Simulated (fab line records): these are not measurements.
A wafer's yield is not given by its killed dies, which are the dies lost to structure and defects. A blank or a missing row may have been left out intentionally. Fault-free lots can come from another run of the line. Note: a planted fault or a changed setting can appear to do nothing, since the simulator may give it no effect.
Matching of chambers	flow n5_finfet	4 sister chambers for N5_BEOL_M1_ETCH_70 on rie_diel-03
The step etches SOC in N2/H2, target depth 80 nm, overetch 16 nm, time 120 s. 22 wafers are shown with their chamber, then 11 later ones without.

WAFERS, EACH WITH ITS CHAMBER
wafer	chamber	showerhead_plenum_p_Torr (Torr)	drypump_motor_current_A (A)	throttle_valve_pct (%)
L074.3	2	2.63	6.3	17.89
L074.5	3	2.48	5.9	17.57
L074.6	2	2.63	6.2	17.89
L075.2	1	2.42	6.8	18.02
L075.5	0	2.65	5.7	18.13
L075.6	1	2.42	6.8	18.03
L077.2	0	2.65	5.7	18.13
L077.3	1	2.41	6.8	18.04
L077.4	1	2.41	6.8	18.01
L078.3	2	2.63	6.2	17.90
L078.4	0	2.65	5.8	18.16
L078.6	1	2.41	6.8	18.06
L083.1	3	2.47	5.8	17.60
L083.3	0	2.65	5.7	18.15
L083.6	0	2.65	5.7	18.16
L085.4	2	2.62	6.2	17.92
L085.5	3	2.47	5.8	17.61
L085.6	2	2.62	6.2	17.95
L087.1	1	2.41	6.8	18.07
L087.2	3	2.47	5.9	17.59
L087.3	2	2.62	6.2	17.93
L088.1	2	2.62	6.2	17.94

SIGNATURES, as means of the wafers listed above
reading	chamber 0	chamber 1	chamber 2	chamber 3	scatter within a chamber
showerhead_plenum_p_Torr	2.6500	2.4133	2.6243	2.4725	0.00459
drypump_motor_current_A	5.720	6.800	6.214	5.850	0.0384
throttle_valve_pct	18.1460	18.0383	17.9171	17.5925	0.0211
Rule: a wafer's distance from a chamber is the root of the sum, over the readings, of the square of ((its reading less the chamber's mean) divided by the reading's scatter). If the next closest chamber is less than 2 further off than the closest, the wafer can't be placed; otherwise it belongs to the closest. The scatter: the root of (the sum of the squares of (reading less its chamber's mean) over the shown wafers, divided by (wafers less chambers)).

WAFERS WITHOUT THEIR CHAMBER
wafer	showerhead_plenum_p_Torr (Torr)	drypump_motor_current_A (A)	throttle_valve_pct (%)
L088.2	2.41	6.8	18.05
L088.3	2.64	5.8	18.18
L089.1	2.62	6.2	17.94
L089.3	2.47	5.8	17.63
L089.4	2.64	5.8	18.19
L091.3	2.62	6.2	17.95
L091.4	2.64	5.7	18.19
L091.6	2.62	6.2	17.94
L095.3	2.61	6.2	17.96
L095.5	2.40	6.8	18.10
L095.6	2.61	6.2	17.99

WHICH CHAMBER EACH ONE RAN IN
wafer	from the rows above	in truth
L088.2	1	1
L088.3	0	0
L089.1	2	2
L089.3	3	3
L089.4	0	0
L091.3	2	2
L091.4	0	0
L091.6	2	2
L095.3	2	2
L095.5	1	1
L095.6	2	2
11 of 11 placed correctly. Can't be placed from these rows: 0. Placed wrongly: 0.
